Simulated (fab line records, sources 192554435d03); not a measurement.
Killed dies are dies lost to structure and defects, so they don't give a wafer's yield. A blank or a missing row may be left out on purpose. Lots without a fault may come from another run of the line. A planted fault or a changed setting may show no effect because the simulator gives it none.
fab line records | flow n5_finfet | part 1 of 2: steps 1 to 23 of 31
record lots=5 wafers=15 last_day=16
route steps=1938 shown BEOL_M9@1456 BEOL_M10@1470
lots that met no fault: from a run of the same line without faults
start_h: hours from the record's first day to the start of the lot's first wafer shown | wait_h: hours since the lot's step before | " the same as in the row above | L1.1+2: a row that stands for several wafers | - no value, or no start given | * or withheld: withheld | < > ~ a bound
route shown NAME@n: a module of which the file shows steps, and the number in the route of the first | usual: mean/standard deviation of fault-free wafers | same: alike in all rows | chamber/n: place in a boat | sites: the reading at each site | _std_site: their standard deviation | _edge_site: outer sites' mean less inner sites' | radius_mm: how far each site lies from the wafer's centre | mask NAME#n: copy n | behind: the tool/chamber that last shaped the wafer | hold: why the lot was held/for how many hours/how that ended | device: the transistor (n, p or np) that didn't switch | end of line: the same wafers' tests at the end of the route | a step without rows: its recipe alone | killed: dies lost to structure and defects at the first sort, not the wafer's yield | map: a wafer's dies, x killed, . not, _ none there
set.NAME: the setting as run; set.NAME@STEP: as run at that earlier step | model.NAME: the simulator's own value behind a step, which no gauge read
lots at some steps of the route; a table a step, a row a wafer
services: from which hour (start_h, from the record's first day; less than 0 if before it) a tool's chamber was out of use, for how many hours, and why
## steps
# step N5_BEOL_M9_DEGAS_44
# recipe ambient=vacuum temp_c=250 time_s=60
# usual heater_power_w=331/25
# columns lot.wafer tool chamber start_h wait_h heater_power_w
L075.1 pvd_sputter-02 - 213.70 0.6 347
L075.3 " - " " 337
L075.4 " - " " 305
L078.3 pvd_sputter-01 - 252.76 0.2 363
L078.4 " - " " 279
L078.6 " - " " 334
L083.1 pvd_sputter-03 - 257.33 0.5 312
L083.3 " - " " 357
L083.4 " - " " 324
L084.2 pvd_sputter-01 - 283.83 1.0 360
L084.5 " - " " 348
L084.6 " - " " 290
L093.2 pvd_sputter-03 - 335.99 1.3 318
L093.4 " - " " 362
L093.5 " - " " 351
# step N5_BEOL_M9_PRE_CLEAN_45
# recipe gas=H2/He time_s=30 temp_c=250
# usual heater_power_w=332/25
# columns lot.wafer tool chamber start_h wait_h heater_power_w
L075.1 pvd_sputter-02 - 213.74 0.0 341
L075.3 " - " " 356
L075.4 " - " " 305
L078.3 pvd_sputter-01 - 252.80 0.0 358
L078.4 " - " " 290
L078.6 " - " " 344
L083.1 pvd_sputter-03 - 257.37 0.0 319
L083.3 " - " " 356
L083.4 " - " " 327
L084.2 pvd_sputter-01 - 283.87 0.0 366
L084.5 " - " " 345
L084.6 " - " " 289
L093.2 pvd_sputter-03 - 336.03 0.0 315
L093.4 " - " " 358
L093.5 " - " " 361
# step N5_BEOL_M9_ALD_74
# recipe material=TaN target_thk_a=20 temp_c=275 ald_precursor_family=PDMAT ald_co_reactant=NH3 pressure_torr=3 carrier_flow_sccm=1500 pulse_time_s=2 purge_time_s=3 co_reactant_purge_time_s=2 co_reactant_pulse_time_s=3 ald_cycles=40 precursor_vessel_temp_c=75 precursor_vessel_pressure_torr=26.25 precursor_vessel_carrier_sccm=1000
# usual chamber_pressure_Torr=3.000/0.0058 heater_power_w=399/46 precursor_vessel_carrier_sccm=1000/3.1
# columns lot.wafer tool chamber start_h wait_h chamber_pressure_Torr heater_power_w precursor_vessel_carrier_sccm
L075.1 ald_metal-04 0 213.80 0.0 3.000 444 997
L075.3 " 1 " " 3.005 461 998
L075.4 " 2 " " 3.001 343 1001
L078.3 ald_metal-01 3 252.90 0.1 3.005 370 995
L078.4 " 2 " " 2.994 420 1001
L078.6 " 3 " " 2.991 380 995
L083.1 ald_metal-01 3 257.45 0.1 3.007 375 997
L083.3 " 2 " " 2.995 417 1003
L083.4 " 0 " " 3.000 365 1004
L084.2 ald_metal-01 1 283.95 0.1 3.006 457 1002
L084.5 " 3 " " 2.997 390 996
L084.6 " 0 " " 3.002 371 999
L093.2 ald_metal-03 1 336.10 0.0 2.995 428 1005
L093.4 " 0 " " 2.982 381 1004
L093.5 " 0 " " 2.997 385 1006
# step N5_BEOL_M9_SURFACE_TREAT_79
# recipe gas=Ar time_s=* ion_energy_ev=* ion_current_ma_cm2=0.5 pressure_mtorr=* ar_flow_sccm=30
# usual throttle_valve_pct=*
# columns lot.wafer tool chamber start_h wait_h throttle_valve_pct
L075.1 pvd_sputter-02 - 214.53 0.6 *
L075.3 " - " " *
L075.4 " - " " *
L078.3 pvd_sputter-01 - 253.32 0.3 *
L078.4 " - " " *
L078.6 " - " " *
L083.1 pvd_sputter-02 - 257.75 0.2 *
L083.3 " - " " *
L083.4 " - " " *
L084.2 pvd_sputter-01 - 284.31 0.2 *
L084.5 " - " " *
L084.6 " - " " *
L093.2 pvd_sputter-01 - 336.39 0.2 *
L093.4 " - " " *
L093.5 " - " " *
# step N5_BEOL_M9_CVD_78
# recipe material=Co target_thk_a=20 temp_c=withheld precursor=CCTBA/H2 pressure_torr=30 time_s=138.9
# usual chamber_pressure_Torr=29.99/0.07
# columns lot.wafer tool chamber start_h wait_h chamber_pressure_Torr
L075.1 cvd_co-02 1 214.60 0.1 30.16
L075.3 " 2 " " 30.12
L075.4 " 2 " " 30.05
L078.3 cvd_co-02 1 253.61 0.3 29.98
L078.4 " 0 " " 29.96
L078.6 " 1 " " 30.01
L083.1 cvd_co-01 0 257.82 0.1 30.05
L083.3 " 2 " " 29.84
L083.4 " 2 " " 29.95
L084.2 cvd_co-02 2 284.37 0.0 30.00
L084.5 " 0 " " 29.96
L084.6 " 2 " " 30.00
L093.2 cvd_co-02 0 336.45 0.0 30.10
L093.4 " 0 " " 29.99
L093.5 " 1 " " 30.08
# step N5_BEOL_M9_SPUTTER_48
# recipe material=Cu target_thk_a=120 temp_c=-20 bias_v=60 power_w=26000 chamber_pressure_pa=0.13 time_s=2
# usual chuck_gas_flow_sccm=1.24/0.055 throttle_valve_pct=30.1/1.2
# columns lot.wafer tool chamber start_h wait_h chuck_gas_flow_sccm throttle_valve_pct
L075.1 pvd_sputter-02 - 214.97 0.3 1.21 30.3
L075.3 " - " " 1.27 29.8
L075.4 " - " " 1.24 32.3
L078.3 pvd_sputter-03 - 253.95 0.3 1.29 28.8
L078.4 " - " " 1.31 31.0
L078.6 " - " " 1.18 28.6
L083.1 pvd_sputter-02 - 257.94 0.1 1.21 28.9
L083.3 " - " " 1.24 30.2
L083.4 " - " " 1.23 32.0
L084.2 pvd_sputter-01 - 284.55 0.1 1.17 28.0
L084.5 " - " " 1.32 28.3
L084.6 " - " " 1.23 30.2
L093.2 pvd_sputter-01 - 336.61 0.1 1.18 28.1
L093.4 " - " " 1.39 30.4
L093.5 " - " " 1.28 28.3
# step N5_BEOL_M9_ECD_50
# recipe material=Cu target_thk_a=3180
# columns lot.wafer tool chamber start_h wait_h
L075.1+3+4 ecd_cu-02 0,1,0 215.18 0.2
L078.3+4+6 ecd_cu-01 0,1,1 254.11 0.1
L083.1+3+4 ecd_cu-02 0,0,1 258.05 0.1
L084.2+5+6 ecd_cu-01 1,1,0 284.67 0.1
L093.2+4+5 ecd_cu-02 1 336.72 0.1
# step N5_BEOL_M9_ANNEAL_51
# recipe temp_c=225 time_s=90 ambient=N2
# usual wafer_temp_C_max=226.2/0.38
# columns lot.wafer tool chamber start_h wait_h wafer_temp_C_max
L075.1 rtp_anneal-02 0 215.29 0.1 225.9
L075.3 " 0 " " 226.3
L075.4 " 0 " " 226.4
L078.3 rtp_anneal-01 0 254.81 0.7 225.8
L078.4 " 0 " " 225.7
L078.6 " 0 " " 226.1
L083.1 rtp_anneal-02 0 258.27 0.2 226.0
L083.3 " 0 " " 226.3
L083.4 " 0 " " 226.7
L084.2 rtp_anneal-01 0 285.08 0.4 225.7
L084.5 " 0 " " 225.8
L084.6 " 0 " " 225.9
L093.2 rtp_anneal-02 0 336.89 0.1 226.7
L093.4 " 0 " " 227.3
L093.5 " 0 " " 226.5
# step N5_BEOL_M9_CMP_52
# recipe stop_on=SiCOH_lowk t_overpolish_s=7 down_force_psi=1 platen_rpm=50 clearing_platen_down_force_psi=1.5 clearing_platen_rpm=50 post_cmp_clean=cu_alkaline target_thk_nm=140 clearing_platen_pad_velocity_m_s=0.99484 pad_velocity_m_s=0.99484
# usual barrier_field_endpoint_s=29.0/0.68 clearing_platen_rpm=49.999/0.025 motor_current_A=5.9/0.46 overpolish_run_s=6.999/0.0093 pad_life_wafers=1198/610 time_to_endpoint_s=66.8/3
# columns lot.wafer tool chamber start_h wait_h barrier_field_endpoint_s clearing_platen_rpm motor_current_A overpolish_run_s pad_life_wafers time_to_endpoint_s
L075.3 cmp-03 1 215.60 0.2 30.1 49.977 5.4 7.004 1452 67.4
L075.4 " 2 " " 28.8 49.989 5.8 6.998 1453 63.5
L075.1 " 3 " " 29.4 50.014 6.1 7.002 1454 66.4
L078.3 cmp-03 2 255.11 0.3 29.6 50.013 5.6 7.001 1770 67.6
L078.4 " 3 " " 29.3 50.010 6.1 6.982 1771 63.5
L078.6 " 2 " " 30.7 50.020 5.9 7.003 - 68.5
L083.3 cmp-02 2 258.57 0.2 29.3 49.973 6.0 6.991 1746 71.1
L083.4 " 3 " " 28.5 50.010 5.5 7.012 1747 65.9
L083.1 " 1 " " 28.7 50.007 6.1 6.999 1749 69.3
L084.2 cmp-04 2 285.33 0.2 29.2 50.022 6.4 7.000 516 66.7
L084.5 " 2 " " 29.2 50.033 6.6 7.006 - 67.3
L084.6 " 3 " " 29.3 49.983 5.3 7.005 - 65.4
L093.2 cmp-02 1 337.18 0.2 29.8 50.005 5.9 7.021 115 68.4
L093.4 " 2 " " 29.6 49.993 6.5 6.989 116 69.3
L093.5 " 1 " " 28.6 49.970 6.2 6.992 - 65.6
# step N5_BEOL_M9_THK_MEAS_53
# recipe thk_meas_gauge=xrf reads=Cu_of_BEOL_M9_ECD_50
# usual M9_THK=138/3.3
# columns lot.wafer tool chamber start_h wait_h M9_THK[nm]
L075.1 film_metro-02 - 215.89 - 141
L075.3 " - " " 137
L075.4 " - " " 137
L078.3 film_metro-01 - 255.41 - 140
L078.4 " - " " 138
L078.6 " - " " 139
L083.1 film_metro-01 - 258.86 - 142
L083.3 " - " " 133
L083.4 " - " " 133
L084.2 film_metro-02 - 285.63 - 136
L084.5 " - " " 142
L084.6 " - " " 142
L093.2 film_metro-01 - 337.44 - 134
L093.4 " - " " 141
L093.5 " - " " 136
# step N5_BEOL_M9_PRE_CLEAN_55
# recipe gas=NH3 time_s=15 temp_c=withheld rf_power_w=300
# columns lot.wafer tool chamber start_h wait_h
L075.1+3+4 pecvd-01 1,2,2 215.93 0.0
L078.3+4+6 pecvd-03 0,1,2 255.44 0.0
L083.1+3+4 pecvd-02 2,0,1 258.90 0.0
L084.2+5+6 pecvd-03 0,0,2 285.67 0.0
L093.2+4+5 pecvd-02 2,0,2 337.48 0.0
# step N5_BEOL_M9_DEP_56
# recipe material=SiCN target_thk_a=150 temp_c=withheld precursor=3MS/NH3 pressure_torr=3 rf_w=202 time_s=26.5
# usual chamber_pressure_Torr=3.001/0.0064 showerhead_plenum_p_Torr=3.672/0.013 throttle_valve_pct=8.9/0.43
# columns lot.wafer tool chamber start_h wait_h chamber_pressure_Torr showerhead_plenum_p_Torr throttle_valve_pct
L075.1 pecvd-01 1 215.95 0.0 3.003 3.667 9.0
L075.3 " 2 " " 3.009 3.698 7.8
L075.4 " 2 " " 3.009 3.693 7.7
L078.3 pecvd-03 0 255.47 0.0 3.008 3.658 8.7
L078.4 " 1 " " 2.991 3.648 9.5
L078.6 " 2 " " 2.998 3.681 9.2
L083.1 pecvd-02 2 258.92 0.0 3.000 3.672 8.7
L083.3 " 0 " " 3.001 3.654 8.8
L083.4 " 1 " " 2.999 3.663 9.0
L084.2 pecvd-03 0 285.69 0.0 2.994 3.666 8.5
L084.5 " 0 " " 2.992 3.663 8.4
L084.6 " 2 " " 3.001 3.682 9.3
L093.2 pecvd-02 2 337.50 0.0 3.002 3.664 8.8
L093.4 " 0 " " 3.011 3.658 8.7
L093.5 " 2 " " 3.003 3.672 8.9
# step N5_BEOL_M9_RS_MEAS_57
# recipe thk_meas_gauge=four-point-probe reads=Cu_of_BEOL_M9_ECD_50+Co_of_BEOL_M9_CVD_78+TaN_of_BEOL_M9_ALD_74
# usual M9_RS=0.151/0.0037
# columns lot.wafer tool chamber start_h wait_h M9_RS[ohm/sq]
L075.1 film_metro-02 - 216.03 0.1 0.151
L075.3 " - " " 0.155
L075.4 " - " " 0.153
L078.3 film_metro-01 - 255.54 0.1 0.148
L078.4 " - " " 0.151
L078.6 " - " " 0.149
L083.1 film_metro-01 - 259.00 0.1 0.147
L083.3 " - " " 0.157
L083.4 " - " " 0.156
L084.2 film_metro-01 - 285.77 0.1 0.155
L084.5 " - " " 0.148
L084.6 " - " " 0.149
L093.2 film_metro-01 - 337.58 0.1 0.156
L093.4 " - " " 0.148
L093.5 " - " " 0.154
# step N5_BEOL_M9_INSPECT_58
# recipe inspect_instrument=darkfield mode=post_dep
# usual raw_defect_count=73/24
# columns lot.wafer tool chamber start_h wait_h raw_defect_count
L075.1 defect_inspect-01 - 216.05 0.0 80
L075.3 " - " " 54
L075.4 " - " " 87
L078.3 defect_inspect-02 - 255.57 0.0 113
L078.4 " - " " 110
L078.6 " - " " 106
L083.1 defect_inspect-01 - 259.02 0.0 67
L083.3 " - " " 56
L083.4 " - " " 48
L084.2 defect_inspect-01 - 285.79 0.0 77
L084.5 " - " " 69
L084.6 " - " " 57
L093.2 defect_inspect-02 - 337.60 0.0 74
L093.4 " - " " 69
L093.5 " - " " 55
# step N5_BEOL_M10_ILD_DEP_00
# recipe material=SiCOH_lowk target_thk_a=3085.1 temp_c=300 precursor=DEMS/porogen pressure_torr=5 rf_w=500 time_s=58
# usual chamber_pressure_Torr=5.001/0.011 heater_power_w=306/47 showerhead_plenum_p_Torr=5.740/0.015 throttle_valve_pct=13.6/0.71
# columns lot.wafer tool chamber start_h wait_h chamber_pressure_Torr heater_power_w showerhead_plenum_p_Torr throttle_valve_pct
L075.1 pecvd-03 2 216.09 0.0 5.001 259 5.760 14.0
L075.3 " 0 " " 5.024 296 5.734 13.3
L075.4 " 0 " " 5.013 310 5.737 13.5
L078.3 pecvd-03 1 255.60 0.0 4.997 281 5.733 14.9
L078.4 " 2 " " 5.017 270 5.752 14.4
L078.6 " 0 " " 4.996 303 5.722 13.0
L083.1 pecvd-03 2 259.06 0.0 5.021 259 5.760 14.2
L083.3 " 0 " " 5.008 304 5.743 13.0
L083.4 " 0 " " 5.014 312 5.731 13.3
L084.2 pecvd-03 0 285.83 0.0 4.985 325 5.742 13.2
L084.5 " 1 " " 5.012 293 5.716 14.6
L084.6 " 0 " " 5.004 330 5.745 13.1
L093.2 pecvd-03 0 337.64 0.0 5.012 313 5.750 13.3
L093.4 " 2 " " 4.988 238 5.766 14.3
L093.5 " 0 " " 5.006 325 5.737 13.4
# step N5_BEOL_M10_CURE_71
# recipe temp_c=385 time_s=240 ambient=He/Ar material=SiCOH_lowk
# usual lamp_power_pct=52.31/0.057 wafer_temp_C_max=386.8/0.68
# columns lot.wafer tool chamber start_h wait_h lamp_power_pct wafer_temp_C_max
L075.1 uv_cure-02 0 216.17 0.0 52.28 386.3
L075.3 " 0 " " 52.38 386.5
L075.4 " 0 " " 52.41 386.1
L078.3 uv_cure-01 1 255.84 0.2 52.31 387.7
L078.4 " 1 " " 52.23 388.9
L078.6 " 1 " " 52.35 387.8
L083.1 uv_cure-02 0 259.14 0.0 52.37 386.3
L083.3 " 0 " " 52.25 386.1
L083.4 " 0 " " 52.41 385.8
L084.2 uv_cure-02 1 285.99 0.1 52.33 386.9
L084.5 " 1 " " 52.33 387.2
L084.6 " 1 " " 52.23 386.7
L093.2 uv_cure-02 1 337.82 0.2 52.34 387.7
L093.4 " 1 " " 52.37 386.8
L093.5 " 1 " " 52.32 387.8
# step N5_BEOL_M10_THK_MEAS_01
# recipe reads=SiCOH_lowk_of_BEOL_M10_ILD_DEP_00
# usual M10_ILD_THK=268/3.9
# columns lot.wafer tool chamber start_h wait_h M10_ILD_THK[nm]
L075.1 film_metro-01 - 217.16 0.8 270
L075.3 " - " " 264
L075.4 " - " " 270
L078.3 film_metro-01 - 256.20 0.3 263
L078.4 " - " " 266
L078.6 " - " " 268
L083.1 film_metro-02 - 259.65 0.4 264
L083.3 " - " " 264
L083.4 " - " " 266
L084.2 film_metro-02 - 286.42 0.4 263
L084.5 " - " " 268
L084.6 " - " " 271
L093.2 film_metro-01 - 338.26 0.4 262
L093.4 " - " " 269
L093.5 " - " " 266
# step N5_BEOL_M10_PECVD_70
# recipe material=SiO2 target_thk_a=200 temp_c=400 precursor=TEOS/O2 pressure_torr=5.5 rf_w=450 teos_flow_sccm=53.8 gas=O2 flow_sccm=3000 time_s=22.7
# usual chamber_pressure_Torr=5.500/0.012 heater_power_w=730/100 showerhead_plenum_p_Torr=8.78/0.046 throttle_valve_pct=21.8/1
# columns lot.wafer tool chamber start_h wait_h chamber_pressure_Torr heater_power_w showerhead_plenum_p_Torr throttle_valve_pct
L075.1 pecvd-03 1 217.20 0.0 5.500 624 8.75 23.8
L075.3 " 2 " " 5.503 662 8.88 22.8
L075.4 " 1 " " 5.481 641 8.72 23.9
L078.3 pecvd-03 2 256.23 0.0 5.498 595 8.87 22.4
L078.4 " 1 " " 5.499 675 8.71 23.6
L078.6 " 0 " " 5.498 625 8.74 21.2
L083.1 pecvd-02 0 259.69 0.0 5.488 613 8.78 21.9
L083.3 " 2 " " 5.492 796 8.77 22.0
L083.4 " 0 " " 5.503 607 8.75 22.2
L084.2 pecvd-03 2 286.46 0.0 5.494 587 8.90 23.2
L084.5 " 1 " " 5.494 672 8.73 23.6
L084.6 " 2 " " 5.513 612 8.89 22.9
L093.2 pecvd-04 0 338.29 0.0 5.500 935 8.76 21.4
L093.4 " 0 " " 5.518 923 8.77 21.2
L093.5 " 0 " " 5.508 942 8.76 21.4
# step N5_BEOL_M10_HM_DEP_02
# recipe material=TiN target_thk_a=200 temp_c=25 chamber_pressure_pa=0.49996
# usual throttle_valve_pct=30.0/1.2
# columns lot.wafer tool chamber start_h wait_h throttle_valve_pct
L075.1 pvd_sputter-03 - 219.51 2.3 31.0
L075.3 " - " " 28.8
L075.4 " - " " 28.7
L078.3 pvd_sputter-03 - 257.05 0.8 28.9
L078.4 " - " " 30.8
L078.6 " - " " 29.0
L083.1 pvd_sputter-01 - 261.16 1.5 28.3
L083.3 " - " " 30.1
L083.4 " - " " 31.6
L084.2 pvd_sputter-03 - 289.95 3.5 31.0
L084.5 " - " " 29.3
L084.6 " - " " 28.7
L093.2 pvd_sputter-02 - 338.94 0.6 30.2
L093.4 " - " " 32.1
L093.5 " - " " 30.4
# step N5_BEOL_M10_COAT_59
# recipe resist=SOC temp_c=250 time_s=60 spin_rpm=1500 resist_thk_nm=100
# usual chill_plate_temp_C=22.99/0.082
# columns lot.wafer tool chamber start_h wait_h chill_plate_temp_C
L075.1 litho_track-01 0 219.64 0.1 22.89
L075.3 " 0 " " 22.99
L075.4 " 0 " " 22.87
L078.3 litho_track-01 0 257.18 0.1 22.92
L078.4 " 0 " " 22.94
L078.6 " 0 " " 22.94
L083.1 litho_track-05 0 261.30 0.1 22.96
L083.3 " 0 " " 22.93
L083.4 " 0 " " 22.94
L084.2 litho_track-04 0 290.08 0.1 22.95
L084.5 " 0 " " 22.87
L084.6 " 0 " " 23.11
L093.2 litho_track-04 0 339.06 0.1 22.98
L093.4 " 0 " " 23.04
L093.5 " 0 " " 23.05
# step N5_BEOL_M10_COAT_60
# recipe resist=SiARC temp_c=220 time_s=60 spin_rpm=1500 resist_thk_nm=30
# usual chill_plate_temp_C=23.00/0.098
# columns lot.wafer tool chamber start_h wait_h chill_plate_temp_C
L075.1 litho_track-01 0 - - 22.99
L075.3 " 0 " " 22.96
L075.4 " 0 " " 23.00
L078.3 litho_track-01 0 - - 23.05
L078.4 " 0 " " 22.92
L078.6 " 0 " " 22.97
L083.1 litho_track-05 0 - - 22.88
L083.3 " 0 " " 23.05
L083.4 " 0 " " 23.08
L084.2 litho_track-04 0 - - 23.00
L084.5 " 0 " " 23.05
L084.6 " 0 " " 23.15
L093.2 litho_track-04 0 - - 23.03
L093.4 " 0 " " 23.04
L093.5 " 0 " " 22.87
# step N5_BEOL_M10_COAT_05
# recipe resist=CAR-ArF spin_rpm=1500 resist_thk_nm=90
# usual chill_plate_temp_C=23.02/0.1
# columns lot.wafer tool chamber start_h wait_h chill_plate_temp_C
L075.1 litho_track-01 0 - - 23.09
L075.3 " 0 " " 23.02
L075.4 " 0 " " 22.97
L078.3 litho_track-01 0 - - 23.02
L078.4 " 0 " " 23.10
L078.6 " 0 " " 23.01
L083.1 litho_track-05 0 - - 22.94
L083.3 " 0 " " 23.06
L083.4 " 0 " " 23.03
L084.2 litho_track-04 0 - - 23.07
L084.5 " 0 " " 23.05
L084.6 " 0 " " 23.06
L093.2 litho_track-04 0 - - 23.01
L093.4 " 0 " " 22.78
L093.5 " 0 " " 22.91
# step N5_BEOL_M10_EBR_07
# recipe solvent=PGMEA ebr_width_mm=1.5
# usual chill_plate_temp_C=22.99/0.1
# columns lot.wafer tool chamber start_h wait_h chill_plate_temp_C
L075.1 litho_track-01 0 - - 23.12
L075.3 " 0 " " 23.12
L075.4 " 0 " " 23.12
L078.3 litho_track-01 0 - - 22.99
L078.4 " 0 " " 22.83
L078.6 " 0 " " 23.04
L083.1 litho_track-05 0 - - 22.81
L083.3 " 0 " " 23.08
L083.4 " 0 " " 22.99
L084.2 litho_track-04 0 - - 23.02
L084.5 " 0 " " 23.03
L084.6 " 0 " " 22.93
L093.2 litho_track-04 0 - - 22.92
L093.4 " 0 " " 23.08
L093.5 " 0 " " 22.93
